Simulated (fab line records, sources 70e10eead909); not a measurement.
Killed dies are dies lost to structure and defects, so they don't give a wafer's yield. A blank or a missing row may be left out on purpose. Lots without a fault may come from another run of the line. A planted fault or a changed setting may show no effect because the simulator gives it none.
fab line records | flow nand_harc
record lots=6 wafers=18 last_day=24
route steps=1159 shown A_BLC@978 END@1159
lots that met no fault: from a run of the same line without faults
start_h: hours from the record's first day to the start of the lot's first wafer shown | wait_h: hours since the lot's step before | " the same as in the row above | L1.1+2: a row that stands for several wafers | - no value, or no start given | * or withheld: withheld | < > ~ a bound
route shown NAME@n: a module of which the file shows steps, and the number in the route of the first | usual: mean/standard deviation of fault-free wafers | same: alike in all rows | chamber/n: place in a boat | sites: the reading at each site | _std_site: their standard deviation | _edge_site: outer sites' mean less inner sites' | radius_mm: how far each site lies from the wafer's centre | mask NAME#n: copy n | behind: the tool/chamber that last shaped the wafer | hold: why the lot was held/for how many hours/how that ended | device: the transistor (n, p or np) that didn't switch | end of line: the same wafers' tests at the end of the route | a step without rows: its recipe alone | killed: dies lost to structure and defects at the first sort, not the wafer's yield | map: a wafer's dies, x killed, . not, _ none there
set.NAME: the setting as run; set.NAME@STEP: as run at that earlier step | model.NAME: the simulator's own value behind a step, which no gauge read
lots at some steps of the route; a table a step, a row a wafer
services: from which hour (start_h, from the record's first day; less than 0 if before it) a tool's chamber was out of use, for how many hours, and why
## steps
# step NHARC_A_BLC_ETCH_16
# recipe target_depth_a=390 over_etch_frac=0.3 time_s=65 ion_energy_ev=80 cf4_flow_sccm=150 ar_flow_sccm=0 rf_w=300 bias_w=100 chemistry=CF4
# usual drypump_motor_current_A=5.4/0.43 mfc_ar_sccm=0.008/0.0088 oes_product_au=0.998/0.013 rf_vpp_V=151.6/1 showerhead_plenum_p_Torr=1.79/0.045 throttle_valve_pct=13.284/0.0091
# columns lot.wafer tool chamber start_h wait_h drypump_motor_current_A mfc_ar_sccm oes_product_au rf_hours_counter_h rf_vpp_V showerhead_plenum_p_Torr throttle_valve_pct
L406.2 rie_diel-04 2 406.38 0.1 4.9 0 1.025 13 152.8 1.81 13.290
L406.3 " 3 " " 5.3 0.022 0.983 13 151.8 1.81 13.279
L406.5 " 3 " " 5.3 0.022 0.994 - 152.9 1.81 13.291
L411.1 rie_diel-06 0 444.84 0.1 5.6 0 0.999 6 151.7 1.79 13.277
L411.4 " 2 " " 5.5 0.015 0.999 7 152.2 1.84 13.265
L411.6 " 0 " " 5.6 0 0.994 - 149.8 1.79 13.283
L410.1 rie_diel-04 2 446.35 0.1 4.8 0 0.999 18 151.6 1.81 13.272
L410.3 " 1 " " 5.2 0.003 0.971 12 149.9 1.73 13.292
L410.4 " 3 " " 5.3 0.022 0.990 - 152.1 1.81 13.290
L418.3 rie_diel-04 1 493.50 0.1 5.3 0.003 0.969 2 149.4 1.73 13.282
L418.1 " 2 " " 4.9 0 1.001 2 151.4 1.81 13.283
L418.5 " 2 " " 4.8 0 1.007 - 152.1 1.81 13.295
L419.1 rie_diel-06 3 495.24 0.1 4.8 0.001 0.991 28 150.9 1.82 13.272
L419.3 " 3 " " 4.8 0.001 0.993 - 150.9 1.82 13.272
L419.5 " 2 " " 5.5 0.015 1.011 - 152.9 1.84 13.288
L424.2 rie_diel-06 3 527.24 0.1 4.8 0.001 0.999 32 152.3 1.82 13.282
L424.1 " 0 " " 5.7 0 0.994 35 150.3 1.78 13.283
L424.5 " 0 " " 5.6 0 0.987 - 150.8 1.78 13.276
# step NHARC_A_BLC_ETCH_17
# recipe target_depth_a=3900 over_etch_frac=0.25 time_s=609.38 ion_energy_ev=200 n2_flow_sccm=150 h2_flow_sccm=150 ar_flow_sccm=0 rf_w=400 bias_w=150 chemistry=N2/H2
# step NHARC_A_BLC_ETCH_18
# recipe target_depth_a=9100 c4f8_flow_sccm=20 o2_flow_sccm=10 ar_flow_sccm=withheld rf_w=600 bias_w=1500 chemistry=C4F8/O2/Ar
# step NHARC_A_BLC_CD_MEAS_19
# usual cd_nm=99.8/2.9
# columns lot.wafer tool chamber start_h wait_h cd_nm
L406.2 cd_sem-01 - 407.26 - 101.2
L406.3 " - " " 95.8
L406.5 " - " " 103.9
L411.1 cd_sem-01 - 447.07 - 98.7
L411.4 " - " " 102.7
L411.6 " - " " 99.2
L410.1 cd_sem-02 - 447.40 - 100.8
L410.3 " - " " 98.5
L410.4 " - " " 101.0
L418.1 cd_sem-01 - 494.56 - 101.2
L418.3 " - " " 92.6
L418.5 " - " " 103.8
L419.1 cd_sem-03 - 496.63 0.5 99.5
L419.3 " - " " 101.5
L419.5 " - " " 97.1
L424.1 cd_sem-03 - 528.36 - 101.0
L424.2 " - " " 103.7
L424.5 " - " " 100.7
# step NHARC_A_BLC_STRIP_29
# recipe cf4_flow_sccm=150 ar_flow_sccm=0 bias_w=0 chemistry=CF4
# usual drypump_motor_current_A=5.5/0.43 mfc_ar_sccm=0.008/0.0089 oes_product_au=0.998/0.013 rf_vpp_V=59.5/0.88 showerhead_plenum_p_Torr=1.79/0.053 throttle_valve_pct=13.284/0.0088
# columns lot.wafer tool chamber start_h wait_h drypump_motor_current_A mfc_ar_sccm oes_product_au rf_hours_counter_h rf_vpp_V showerhead_plenum_p_Torr throttle_valve_pct
L406.2 rie_diel-06 3 407.35 0.1 4.8 0.001 0.988 54 58.2 1.83 13.276
L406.3 " 1 " " 5.6 0 0.995 57 59.8 1.71 13.289
L406.5 " 2 " " 5.5 0.015 1.014 - 60.3 1.84 13.296
L411.4 rie_diel-06 1 447.18 0.1 5.7 0 0.984 8 58.3 1.71 13.302
L411.1 " 2 " " 5.5 0.015 0.996 8 59.4 1.84 13.287
L411.6 " 3 " " 4.8 0.001 1.001 - 58.9 1.83 13.278
L410.1 rie_diel-04 1 447.49 0.1 5.2 0.003 0.972 13 60.5 1.73 13.288
L410.3 " 2 " " 4.8 0 1.001 19 60.7 1.81 13.293
L410.4 " 3 " " 5.3 0.022 0.992 - 59.8 1.81 13.300
L418.1 rie_diel-02 2 494.63 0.1 6.2 0.011 0.979 17 60.1 1.80 13.277
L418.3 " 1 " " 5.0 0.011 1.010 16 61.4 1.81 13.291
L418.5 " 2 " " 6.2 0.011 0.977 - 59.9 1.80 13.283
L419.3 rie_diel-04 1 496.71 0.1 5.3 0.003 0.977 3 57.7 1.73 13.274
L419.1 " 3 " " 5.3 0.022 1.006 3 59.6 1.81 13.303
L419.5 " 1 " " 5.3 0.003 0.973 - 59.8 1.73 13.269
L424.2 rie_diel-04 0 528.45 0.1 6.0 0 0.999 3 58.8 1.80 13.288
L424.1 " 1 " " 5.2 0.003 0.971 6 57.6 1.73 13.292
L424.5 " 3 " " 5.3 0.022 1.016 - 60.1 1.81 13.296
# step NHARC_A_BLC_STRIP_21
# recipe o2_flow_sccm=500 ar_flow_sccm=0 bias_w=0 chemistry=O2
# step NHARC_A_BLC_STRIP_22
# recipe time_s=600 temp_c=30 chemistry=post_etch_residue_remover
# step NHARC_A_BLC_DEGAS_30
# recipe temp_c=300 time_s=60
# step NHARC_A_BLC_PRE_CLEAN_31
# recipe time_s=15 bias_v=250 gas=Ar
# step NHARC_A_BLC_PVD_32
# recipe target_thk_a=50 chamber_pressure_pa=5 power_w=5000 substrate_temp_c=200 time_s=17.7 material=Ti
# usual throttle_valve_pct=30.1/0.93
# columns lot.wafer tool chamber start_h wait_h throttle_valve_pct
L406.3 pvd_sputter-03 - - - 29.1
L406.2 " - " " 31.0
L406.5 " - " " 31.6
L411.1 pvd_sputter-01 - - - 29.8
L411.4 " - " " 29.0
L411.6 " - " " 29.3
L410.3 pvd_sputter-03 - - - 30.9
L410.4 " - " " 28.8
L410.1 " - " " 30.2
L418.3 pvd_sputter-02 - - - 30.2
L418.1 " - " " 30.8
L418.5 " - " " 28.7
L419.1 pvd_sputter-01 - - - 30.1
L419.3 " - " " 29.1
L419.5 " - " " 29.5
L424.1 pvd_sputter-02 - - - 29.6
L424.2 " - " " 28.6
L424.5 " - " " 29.5
# step NHARC_A_BLC_ALD_23
# recipe target_thk_a=30 pulse_time_s=1 ald_cycles=150 temp_c=450 material=TiN
# usual heater_power_w=1059/85 precursor_pulse_height_rel=1.002/0.022
# columns lot.wafer tool chamber start_h wait_h heater_power_w precursor_pulse_height_rel
L406.3 ald_metal-02 1 408.18 - 1041 1.008
L406.2 " 3 " " 1025 1.004
L406.5 " 0 " " 967 1.017
L411.4 ald_metal-01 1 447.95 - 1131 1.024
L411.1 " 3 " " 1079 1.016
L411.6 " 1 " " 1152 1.028
L410.3 ald_metal-02 1 448.29 - 1052 0.993
L410.4 " 3 " " 1015 0.957
L410.1 " 0 " " 977 0.993
L418.1 ald_metal-03 0 495.47 - 1039 0.969
L418.3 " 1 " " 1153 1.002
L418.5 " 2 " " 1016 0.993
L419.1 ald_metal-01 2 497.49 - 1107 0.990
L419.3 " 0 " " 1335 0.939
L419.5 " 2 " " 1084 0.999
L424.2 ald_metal-03 1 529.23 - 1164 1.007
L424.1 " 3 " " 953 0.980
L424.5 " 2 " " 1028 0.996
# step NHARC_A_BLC_CVD_24
# recipe target_thk_a=1500 temp_c=300 pressure_torr=40 wf6_flow_sccm=40 h2_flow_sccm=1600 ar_flow_sccm=1560 time_s=434 material=W
# usual heater_power_w=483/59 mfc_ar_sccm=1560/4.4 throttle_valve_pct=7.86/0.18
# columns lot.wafer tool chamber start_h wait_h heater_power_w mfc_ar_sccm throttle_valve_pct
L406.2 cvd_w-02 1 - - 546 1559 8.09
L406.3 " 0 " " 413 1556 7.73
L406.5 " 0 " " 399 1559 7.60
L411.1 cvd_w-02 0 - - 422 1559 7.86
L411.4 " 1 " " 557 1561 7.72
L411.6 " 0 " " 416 1558 8.08
L410.1 cvd_w-02 0 - - 418 1560 7.51
L410.4 " 0 " " 418 1564 7.72
L410.3 " 1 " " 564 1557 7.90
L418.1 cvd_w-01 1 - - 440 1555 7.80
L418.3 " 1 " " 455 1552 8.04
L418.5 " 1 " " 457 1553 7.75
L419.1 cvd_w-01 1 - - 440 1563 7.85
L419.3 " 1 " " 440 1556 7.60
L419.5 " 1 " " 451 1561 7.93
L424.2 cvd_w-02 1 - - 562 1565 8.06
L424.1 " 0 " " 426 1565 7.61
L424.5 " 1 " " 554 1563 8.07
# step NHARC_A_BLC_CMP_25
# recipe t_overpolish_s=30 target_thk_nm=150
# usual edge_zone_pressure_frac=1.000/0.0052 motor_current_A=12.3/0.72 overpolish_run_s=30.000/0.0091 time_to_endpoint_s=31/3.8
# columns lot.wafer tool chamber start_h wait_h edge_zone_pressure_frac motor_current_A overpolish_run_s time_to_endpoint_s
L406.2 cmp-02 3 408.91 0.5 1.006 11.9 29.990 27
L406.3 " 1 " " 1.003 12.8 30.003 30
L406.5 " 0 " " 0.995 11.2 29.987 25
L411.1 cmp-03 2 448.70 0.4 - - - -
L411.4 " 3 " " - - - -
L411.6 " 1 " " - - - -
L410.4 cmp-02 2 449.11 0.3 - - - -
L410.1 " 3 " " - - - -
L410.3 " 1 " " - - - -
L418.1 cmp-03 3 500.00 0.5 1.004 12.6 29.997 34
L418.3 " 2 " " 0.993 13.1 29.998 34
L418.5 " 3 " " 1.008 13.1 29.991 32
L419.1 cmp-03 0 500.97 0.6 0.994 12.3 30.005 36
L419.3 " 1 " " 1.004 11.5 30.003 29
L419.5 " 0 " " 1.001 12.2 29.997 38
L424.2 cmp-04 3 534.40 0.5 0.996 11.8 29.985 30
L424.1 " 0 " " 0.992 12.8 30.001 24
L424.5 " 0 " " 0.997 12.4 29.997 29
# step NHARC_A_BLC_SRD_27
# step NHARC_A_BLC_INSPECT_28
# usual raw_defect_count=448/120
# columns lot.wafer tool chamber start_h wait_h hold raw_defect_count
L406.2 defect_inspect-01 - 409.31 0.1 - 386
L406.3 " - " " - 423
L406.5 " - " " - 295
L411.1 defect_inspect-02 - 449.09 0.1 await_dispo/0.2h/release 6857
L411.4 " - " " await_dispo/0.2h/release 6781
L411.6 " - " " await_dispo/0.2h/release 6825
L411.1 defect_inspect-02 - 449.26 0.2 - 6878
L411.4 " - " " - 6748
L411.6 " - " " - 6757
L410.1 defect_inspect-01 - 449.52 0.1 await_dispo/0.2h/release 6853
L410.3 " - " " await_dispo/0.2h/release 6556
L410.4 " - " " await_dispo/0.2h/release 6535
L410.1 defect_inspect-01 - 449.69 0.2 - 6834
L410.3 " - " " - 6605
L410.4 " - " " - 6543
L418.1 defect_inspect-01 - 500.40 0.1 - 417
L418.3 " - " " - 616
L418.5 " - " " - 364
L419.1 defect_inspect-01 - 501.38 0.1 - 594
L419.3 " - " " - 443
L419.5 " - " " - 420
L424.1 defect_inspect-02 - 534.81 0.1 - 420
L424.2 " - " " - 464
L424.5 " - " " - 408
# step NHARC_END_SORT_01
# recipe temp_c=25
# usual defect_limited_yield=95.7/1.2 killed_at_array=25/7.8 killed_at_other=0.6/0.81 killed_at_periphery=3.3/2.2 killed_dies=29/8.2 killed_open=3.5/1.9 killed_short=1.8/1.3 sort_bin_2_pct=1.3/0.5 sort_bin_3_pct=0.23/0.21 sort_bin_4_pct=2.8/0.9 sort_n_pass=648/8.2 sort_rim_yield_pct=94.3/2.8 sort_yield_pct=95.7/1.2
# same gross_dies=677 sort_bin_5_pct[%]=0 sort_bin_6_pct[%]=0 sort_bin_7_pct[%]=0 sort_bin_8_pct[%]=0 sort_rim_n_gross=106.00
# columns lot.wafer tool chamber start_h wait_h defect_limited_yield[%] killed_at_array killed_at_other killed_at_periphery killed_dies killed_open killed_short sort_bin_2_pct[%] sort_bin_3_pct[%] sort_bin_4_pct[%] sort_n_pass sort_rim_yield_pct[%] sort_yield_pct[%]
L406.2 prober-02 0 447.02 2.8 97.2 15 1 3 19 1 2 0.4 0.15 2.2 658 94.3 97.2
L406.3 prober-02 0 447.82 3.1 96.6 20 0 3 23 3 2 0.6 0.30 2.5 654 93.4 96.6
L406.5 prober-02 0 449.42 3.7 97.2 16 1 2 19 3 4 1.5 0 1.3 658 91.5 97.2
L419.1 prober-02 0 540.45 2.5 96.6 20 1 2 23 1 4 1.0 0.30 2.1 654 95.3 96.6
L419.3 prober-02 0 542.08 3.2 97.2 17 0 2 19 4 2 0.6 0 2.2 658 93.4 97.2
L419.5 prober-02 0 543.72 3.8 97.5 15 1 1 17 4 1 1.2 0.30 1.0 660 93.4 97.5
L418.1 prober-02 0 548.33 2.5 96.9 19 0 2 21 2 1 1.2 0 1.9 656 99.1 96.9
L418.3 prober-02 0 549.92 3.1 95.6 25 0 5 30 5 1 1.5 0.30 2.7 647 97.2 95.6
L418.5 prober-02 0 551.52 3.7 97.6 10 1 5 16 3 2 0.6 0.74 1.0 661 98.1 97.6
L424.1 prober-01 0 574.47 2.5 96.9 19 0 2 21 2 0 0.6 0 2.5 656 96.2 96.9
L424.2 prober-01 0 575.27 2.8 95.1 23 0 10 33 7 0 1.8 0.15 3.0 644 95.3 95.1
L424.5 prober-01 0 577.65 3.7 96.6 20 0 3 23 1 3 0.7 0.44 2.2 654 94.3 96.6
# killed by level:class
L406.2 A_CHANNEL_HOLE_D1:chamber_film_flake=8 A_SGD_CUT:chamber_film_flake=3 P_CONTACT:geometric_particle:open=1 P_M1:geometric_particle:short=1 A_M0:geometric_particle:short=1 P_GATE:chamber_film_flake=1 A_ZERO_WELL:chamber_film_flake=1 A_SLIT:chamber_film_flake=1
L406.3 A_CHANNEL_HOLE_D1:chamber_film_flake=8 A_CONTACT:geometric_particle:open=2 A_ZERO_WELL:chamber_film_flake=2 A_STAIRCASE:chamber_film_flake=2 A_SGD_CUT:chamber_film_flake=2 P_M1:geometric_particle:open=1 A_CHANNEL_FILL_D1:geometric_particle:short=1 A_WL_FILL:geometric_particle:short=1
L406.5 A_CHANNEL_HOLE_D1:chamber_film_flake=6 A_ZERO_WELL:chamber_film_flake=2 A_STAIRCASE:chamber_film_flake=2 A_SGD_CUT:chamber_film_flake=2 P_GATE:geometric_particle:short=1 P_M0:geometric_particle:open=1 A_ONON_D1:geometric_particle:short=1 A_WL_FILL:geometric_particle:short=1
L419.1 A_CHANNEL_HOLE_D1:chamber_film_flake=16 P_CONTACT:geometric_particle:short=1 A_ONON_D1:geometric_particle:short=1 A_WL_FILL:geometric_particle:short=1 A_WL_FILL:geometric_particle:open=1 P_ZERO_WELL:chamber_film_flake=1 STARTING-WAFER:geometric_particle:short=1 A_SLIT:chamber_film_flake=1
L419.3 A_CHANNEL_HOLE_D1:chamber_film_flake=7 A_M0:chamber_film_flake=3 P_CONTACT:geometric_particle:open=1 P_M0:geometric_particle:open=1 A_WL_FILL:geometric_particle:short=1 A_CONTACT:geometric_particle:short=1 A_BLC:geometric_particle:open=1 A_M0:geometric_particle:open=1
L419.5 A_CHANNEL_HOLE_D1:chamber_film_flake=8 A_WL_FILL:geometric_particle:open=2 A_M0:chamber_film_flake=2 A_ONON_D1:geometric_particle:open=1 A_CONTACT:geometric_particle:short=1 A_BLC:geometric_particle:open=1 P_STI:chamber_film_flake=1 THIN_TSV:chamber_film_flake=1
L418.1 A_CHANNEL_HOLE_D1:chamber_film_flake=5 A_CONTACT:chamber_film_flake=4 A_M0:chamber_film_flake=4 P_CONTACT:geometric_particle:open=1 P_M0:geometric_particle:open=1 A_WL_FILL:geometric_particle:short=1 A_ZERO_WELL:chamber_film_flake=1 A_STAIRCASE:chamber_film_flake=1
L418.3 A_CHANNEL_HOLE_D1:chamber_film_flake=9 A_CONTACT:chamber_film_flake=4 A_M0:chamber_film_flake=4 P_M0:chamber_film_flake=2 A_CHANNEL_HOLE_D1:geometric_particle:open=1 A_SGD_CUT:geometric_particle:short=1 A_WL_FILL:geometric_particle:open=1 A_BLC:geometric_particle:open=1
L418.5 A_STAIRCASE:chamber_film_flake=2 A_CONTACT:chamber_film_flake=2 A_M0:chamber_film_flake=2 P_GATE:geometric_particle:open=1 P_M0:geometric_particle:open=1 A_ONON_D1:geometric_particle:short=1 A_CONTACT:geometric_particle:short=1 A_M1:geometric_particle:open=1
L424.1 A_CHANNEL_HOLE_D1:chamber_film_flake=11 A_STAIRCASE:chamber_film_flake=3 A_CHANNEL_FILL_D1:geometric_particle:open=2 P_STI:chamber_film_flake=2 A_CHANNEL_FILL_D1:chamber_film_flake=1 A_CONTACT:chamber_film_flake=1 A_M1:chamber_film_flake=1
L424.2 P_STI:chamber_film_flake=8 A_CHANNEL_HOLE_D1:chamber_film_flake=7 A_CONTACT:chamber_film_flake=5 A_M1:chamber_film_flake=4 A_SGD_CUT:geometric_particle:open=3 P_M0:geometric_particle:open=2 A_CHANNEL_FILL_D1:geometric_particle:open=1 A_CONTACT:geometric_particle:open=1
L424.5 A_CONTACT:chamber_film_flake=7 A_STAIRCASE:chamber_film_flake=4 A_CHANNEL_HOLE_D1:chamber_film_flake=3 A_WL_FILL:geometric_particle:short=2 P_STI:chamber_film_flake=2 A_M1:chamber_film_flake=2 A_CHANNEL_FILL_D1:geometric_particle:short=1 A_CONTACT:geometric_particle:open=1
## services
# columns tool chamber start_h hours kind
pvd_sputter-02 - 383.73 4.8 repair
pvd_sputter-01 - 385.01 40.5 repair
pvd_sputter-02 - 393.79 10.0 pm
cmp-03 - 398.35 0.2 repair
rie_diel-06 - 418.58 9.0 pm
cmp-02 - 422.50 4.0 pm
cmp-03 - 433.47 3.3 repair
rie_diel-04 0 435.65 15.3 repair
rie_diel-04 1 436.70 2.2 repair
cmp-03 - 450.00 4.0 pm
ald_metal-03 0 456.41 8.0 repair
ald_metal-01 - 458.00 10.0 pm
pvd_sputter-03 - 458.00 10.0 pm
rie_diel-04 - 466.09 9.0 pm
rie_diel-06 2 466.74 24.9 repair
cvd_w-02 1 474.16 2.6 repair
pvd_sputter-01 - 474.85 2.0 repair
rie_diel-04 0 475.91 20.4 repair
cvd_w-01 - 477.55 13.0 pm
rie_diel-06 0 489.49 18.8 repair
rie_diel-06 1 491.98 8.0 repair
rie_diel-06 2 499.59 2.0 repair
rie_diel-06 3 501.67 21.1 repair
rie_diel-06 1 520.82 10.1 repair
## key
first_sign step=NHARC_A_BLC_CMP_25 reading=tool_record direction=missing
effect step=NHARC_A_BLC_INSPECT_28 reading=visit direction=added
effect step=NHARC_A_BLC_INSPECT_28 reading=raw_defect_count direction=up sigmas=53 usual=448 struck=6734
met_at NHARC_A_BLC_CMP_25
struck_wafers L410.1,L410.3,L410.4,L411.1,L411.4,L411.6
scrapped_behind NHARC_A_BLC_INSPECT_28 L410.1,L410.3,L410.4,L411.1,L411.4,L411.6
onset_between 408.91 448.70
fault kind=skipped_step_whole tool=cmp-02,cmp-03 chamber=- onset_h=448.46 steps=NHARC_A_BLC_CMP_25 scope=struck_lots_only
